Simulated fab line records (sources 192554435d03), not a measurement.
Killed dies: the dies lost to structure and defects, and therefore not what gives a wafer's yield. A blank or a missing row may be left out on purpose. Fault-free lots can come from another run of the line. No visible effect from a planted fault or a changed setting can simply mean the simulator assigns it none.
Chamber matching    flow n5_finfet    N5_HKMG_FIN_CMP_23 on cmp-04: 4 sister chambers
The step polishes, stops on SiNx, t overpolish 10 s, target thk 46.326 nm. 20 wafers are shown with their chamber, then 10 later ones without.

== WAFERS PAIRED WITH THEIR CHAMBERS ==
wafer   chamber  motor_current_A (A)  slurry_filter_dp_kPa (kPa)  time_to_endpoint_s (s)
L075.1  3        13.0                 13.37                       17.9
L075.4  0        10.8                 13.40                       15.1
L075.5  1        12.5                 13.37                       16.2
L079.1  2        12.5                 13.73                       13.9
L079.4  0        11.0                 13.42                       10.5
L079.5  3        12.5                 13.68                       14.4
L081.2  3        12.5                 13.28                       12.8
L081.3  2        11.7                 13.47                       10.8
L081.6  3        12.4                 13.58                       12.8
L083.2  0        11.3                 13.43                       10.7
L083.3  3        12.6                 13.73                       12.7
L083.5  1        12.4                 13.46                       13.4
L084.2  1        12.6                 13.56                       11.0
L084.3  2        11.6                 13.64                       10.8
L084.5  3        12.8                 13.42                       13.3
L086.2  3        13.0                 13.52                       17.3
L086.3  1        11.9                 13.34                       13.9
L086.6  0        10.9                 13.40                       12.5
L087.1  1        12.9                 13.41                       14.6
L087.5  3        12.4                 13.60                       15.4

SIGNATURES (means of the wafers above)
reading               chamber 0  chamber 1  chamber 2  chamber 3  scatter within a chamber
motor_current_A       11.000     12.460     11.933     12.650     0.316
slurry_filter_dp_kPa  13.4125    13.4280    13.6133    13.5225    0.121
time_to_endpoint_s    12.200     13.820     11.833     14.575     2.02
Rule: distance of a wafer from a chamber = root of the sum over the readings of ((wafer's reading minus chamber's mean) / reading's scatter) squared. If the next closest chamber is less than 2 further off than the closest, the wafer can't be placed; otherwise it belongs to the closest. The scatter: the root of (the sum of the squares of (reading less its chamber's mean) over the shown wafers, divided by (wafers less chambers)).

== WAFERS WITHOUT THEIR CHAMBER ==
wafer   motor_current_A (A)  slurry_filter_dp_kPa (kPa)  time_to_endpoint_s (s)
L087.6  10.9                 13.71                       9.0
L089.1  11.1                 13.40                       13.5
L089.3  12.8                 13.81                       13.3
L089.5  11.5                 13.36                       11.6
L092.1  13.4                 13.70                       14.2
L092.2  12.5                 13.57                       14.2
L092.3  10.6                 13.45                       14.6
L097.3  11.1                 13.61                       8.8
L097.4  12.0                 13.34                       9.8
L097.5  10.7                 13.60                       10.3

== CHAMBER TAKEN BY EACH ==
wafer   from the rows above                in truth
L087.6  can't be placed: 0 or 2            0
L089.1  0                                  0
L089.3  can't be placed: 3 or 2 or 1       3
L089.5  can't be placed: 0 or 2 or 1       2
L092.1  can't be placed: 3 or 1            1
L092.2  can't be placed: 3 or 1 or 2       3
L092.3  0                                  0
L097.3  can't be placed: 0 or 2            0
L097.4  can't be placed: 2 or 1 or 0 or 3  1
L097.5  can't be placed: 0 or 2            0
Correct placement for 2 of the 10. Not placeable from these rows: 8 (in 8, the candidates include the true chamber). 0 placed wrongly.
